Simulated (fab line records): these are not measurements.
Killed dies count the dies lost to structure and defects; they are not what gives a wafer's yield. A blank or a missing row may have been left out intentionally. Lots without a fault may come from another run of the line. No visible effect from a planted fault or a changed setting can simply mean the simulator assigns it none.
Split-lot study :: flow n5 finfet :: on a route of 1938 steps: 7 lots, 39 wafers read

## THE SPLIT ITSELF
At N5_ZERO_LAYER_DEVELOP_10 (develop time 60 s), the setting develop time s was moved away from the recipe's 60 s on 15 of the 39 wafers read, by -52.3% to +56.8%. This setting was run at the recipe's value on the other wafers.

## SPLIT TO READING: what lies between them in the file, 1 step
- N5_ZERO_LAYER_HARDBAKE_23: time 120 s

## THE READING
cd nm at N5_ZERO_LAYER_CD_MEAS_11, given in nm (cd target 2000 nm). Fault-free wafers of this fab line usually give 2000.9 nm, standard deviation 1.6 nm.

wafer: L075.1
tool, chamber at the split: litho track-04, 0
develop time s as run, s: 60
against the recipe: recipe
cd nm, nm: 2000.0
against lot-mates on the recipe: -

wafer: L075.2
tool, chamber at the split: litho track-04, 0
develop time s as run, s: 80.65
against the recipe: +34.4%
cd nm, nm: 2009.5
against lot-mates on the recipe: +8.5

wafer: L075.3
tool, chamber at the split: litho track-04, 0
develop time s as run, s: 60
against the recipe: recipe
cd nm, nm: 2001.9
against lot-mates on the recipe: -

wafer: L075.4
tool, chamber at the split: litho track-04, 0
develop time s as run, s: 60
against the recipe: recipe
cd nm, nm: 2001.1
against lot-mates on the recipe: -

wafer: L075.5
tool, chamber at the split: litho track-04, 0
develop time s as run, s: 80.65
against the recipe: +34.4%
cd nm, nm: 2006.9
against lot-mates on the recipe: +5.9

wafer: L075.6
tool, chamber at the split: litho track-04, 0
develop time s as run, s: 80.65
against the recipe: +34.4%
cd nm, nm: 2007.9
against lot-mates on the recipe: +6.9

wafer: L079.1
tool, chamber at the split: litho track-04, 0
develop time s as run, s: 28.6
against the recipe: -52.3%
cd nm, nm: 1985.1
against lot-mates on the recipe: -15.4

wafer: L079.2
tool, chamber at the split: litho track-04, 0
develop time s as run, s: 28.6
against the recipe: -52.3%
cd nm, nm: 1984.3
against lot-mates on the recipe: -16.2

wafer: L079.3
tool, chamber at the split: litho track-04, 0
develop time s as run, s: 60
against the recipe: recipe
cd nm, nm: 2001.0
against lot-mates on the recipe: -

wafer: L079.4
tool, chamber at the split: litho track-04, 0
develop time s as run, s: 28.6
against the recipe: -52.3%
cd nm, nm: 1984.7
against lot-mates on the recipe: -15.8

wafer: L079.5
tool, chamber at the split: litho track-04, 0
develop time s as run, s: 60
against the recipe: recipe
cd nm, nm: 2000.3
against lot-mates on the recipe: -

wafer: L079.6
tool, chamber at the split: litho track-04, 0
develop time s as run, s: 60
against the recipe: recipe
cd nm, nm: 2000.3
against lot-mates on the recipe: -

wafer: L083.1
tool, chamber at the split: litho track-01, 0
develop time s as run, s: 60
against the recipe: recipe
cd nm, nm: 2000.9
against lot-mates on the recipe: -

wafer: L083.2
tool, chamber at the split: litho track-01, 0
develop time s as run, s: 60
against the recipe: recipe
cd nm, nm: 1998.2
against lot-mates on the recipe: -

wafer: L083.3
tool, chamber at the split: litho track-01, 0
develop time s as run, s: 60
against the recipe: recipe
cd nm, nm: 2002.0
against lot-mates on the recipe: -

wafer: L083.4
tool, chamber at the split: litho track-01, 0
develop time s as run, s: 60
against the recipe: recipe
cd nm, nm: 2002.8
against lot-mates on the recipe: -

wafer: L083.5
tool, chamber at the split: litho track-01, 0
develop time s as run, s: 60
against the recipe: recipe
cd nm, nm: 2000.0
against lot-mates on the recipe: -

wafer: L083.6
tool, chamber at the split: litho track-01, 0
develop time s as run, s: 60
against the recipe: recipe
cd nm, nm: 1999.6
against lot-mates on the recipe: -

wafer: L088.1
tool, chamber at the split: litho track-05, 0
develop time s as run, s: 81.42
against the recipe: +35.7%
cd nm, nm: 2007.9
against lot-mates on the recipe: +6.8

wafer: L088.2
tool, chamber at the split: litho track-05, 0
develop time s as run, s: 60
against the recipe: recipe
cd nm, nm: 2002.5
against lot-mates on the recipe: -

wafer: L088.3
tool, chamber at the split: litho track-05, 0
develop time s as run, s: 60
against the recipe: recipe
cd nm, nm: 2000.7
against lot-mates on the recipe: -

wafer: L088.4
tool, chamber at the split: litho track-05, 0
develop time s as run, s: 60
against the recipe: recipe
cd nm, nm: 2000.0
against lot-mates on the recipe: -

wafer: L088.5
tool, chamber at the split: litho track-05, 0
develop time s as run, s: 81.42
against the recipe: +35.7%
cd nm, nm: 2004.3
against lot-mates on the recipe: +3.2

wafer: L088.6
tool, chamber at the split: litho track-05, 0
develop time s as run, s: 81.42
against the recipe: +35.7%
cd nm, nm: 2005.9
against lot-mates on the recipe: +4.8

wafer: L090.1
tool, chamber at the split: litho track-04, 0
develop time s as run, s: 60
against the recipe: recipe
cd nm, nm: 2001.4
against lot-mates on the recipe: -

wafer: L090.2
tool, chamber at the split: litho track-04, 0
develop time s as run, s: 94.06
against the recipe: +56.8%
cd nm, nm: 2007.7
against lot-mates on the recipe: +7.9

wafer: L090.3
tool, chamber at the split: litho track-04, 0
develop time s as run, s: 60
against the recipe: recipe
cd nm, nm: 1998.8
against lot-mates on the recipe: -

wafer: L090.4
tool, chamber at the split: litho track-04, 0
develop time s as run, s: 94.06
against the recipe: +56.8%
cd nm, nm: 2008.2
against lot-mates on the recipe: +8.4

wafer: L090.5
tool, chamber at the split: litho track-04, 0
develop time s as run, s: 60
against the recipe: recipe
cd nm, nm: 1999.2
against lot-mates on the recipe: -

wafer: L090.6
tool, chamber at the split: litho track-04, 0
develop time s as run, s: 94.06
against the recipe: +56.8%
cd nm, nm: 2008.2
against lot-mates on the recipe: +8.4

wafer: L091.1
tool, chamber at the split: litho track-01, 0
develop time s as run, s: 75.46
against the recipe: +25.8%
cd nm, nm: 2006.8
against lot-mates on the recipe: +5.1

wafer: L091.2
tool, chamber at the split: litho track-01, 0
develop time s as run, s: 60
against the recipe: recipe
cd nm, nm: 2002.0
against lot-mates on the recipe: -

wafer: L091.3
tool, chamber at the split: litho track-01, 0
develop time s as run, s: 75.46
against the recipe: +25.8%
cd nm, nm: 2008.2
against lot-mates on the recipe: +6.5

wafer: L091.4
tool, chamber at the split: litho track-01, 0
develop time s as run, s: 60
against the recipe: recipe
cd nm, nm: 2001.7
against lot-mates on the recipe: -

wafer: L091.5
tool, chamber at the split: litho track-01, 0
develop time s as run, s: 75.46
against the recipe: +25.8%
cd nm, nm: 2004.8
against lot-mates on the recipe: +3.1

wafer: L091.6
tool, chamber at the split: litho track-01, 0
develop time s as run, s: 60
against the recipe: recipe
cd nm, nm: 2001.5
against lot-mates on the recipe: -

wafer: L092.1
tool, chamber at the split: litho track-01, 0
develop time s as run, s: 60
against the recipe: recipe
cd nm, nm: 2001.3
against lot-mates on the recipe: -

wafer: L092.5
tool, chamber at the split: litho track-01, 0
develop time s as run, s: 60
against the recipe: recipe
cd nm, nm: 2002.7
against lot-mates on the recipe: -

wafer: L092.6
tool, chamber at the split: litho track-01, 0
develop time s as run, s: 60
against the recipe: recipe
cd nm, nm: 2003.6
against lot-mates on the recipe: -

THE FIT
A straight line over all 39 wafers: cd nm changes by +0.211 nm for each +1% of develop time s; r = +0.92; the points scatter about the line by 2.3 nm.
The same after taking each lot's own level away (the mean of its wafers on the recipe; 39 wafers): +0.213 nm for each +1%; r = +0.94; scatter 2 nm.
The reading moves by 12 nm for the largest change in develop time s, on that fit.
Across the lots, their own levels run from 1999.80 to 2002.53 nm, a range of 1.7 times the standard deviation given above.
Consequently the slope shifts little with the lot-to-lot level, the two slopes agreeing.
Check: with one of the wafers moved furthest among these (+56.8%) left out of the fit, the line predicts +11.6 nm for it against its lot-mates. Against them it came out at +7.9 nm.

## THE WHOLE CHAIN: every reading that the file lists as answering this split, in the file's order
step: N5_ZERO_LAYER_CD_MEAS_11
what it does: target cd 2000 nm
reading: cd nm
change (the file's fit): +0.203 nm for each +1% of the setting
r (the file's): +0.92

step: N5_ZERO_LAYER_DESCUM_16
what it does: chemistry O2, time 7.9 s
reading: ZERO_LAYER.cd nm (the simulator's own value, which no gauge read)
change (the file's fit): +0.203 nm for each +1% of the setting
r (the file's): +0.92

## FILE'S OWN FIT
cd nm changes by +0.203 nm for each +1% of develop time s, r = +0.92.
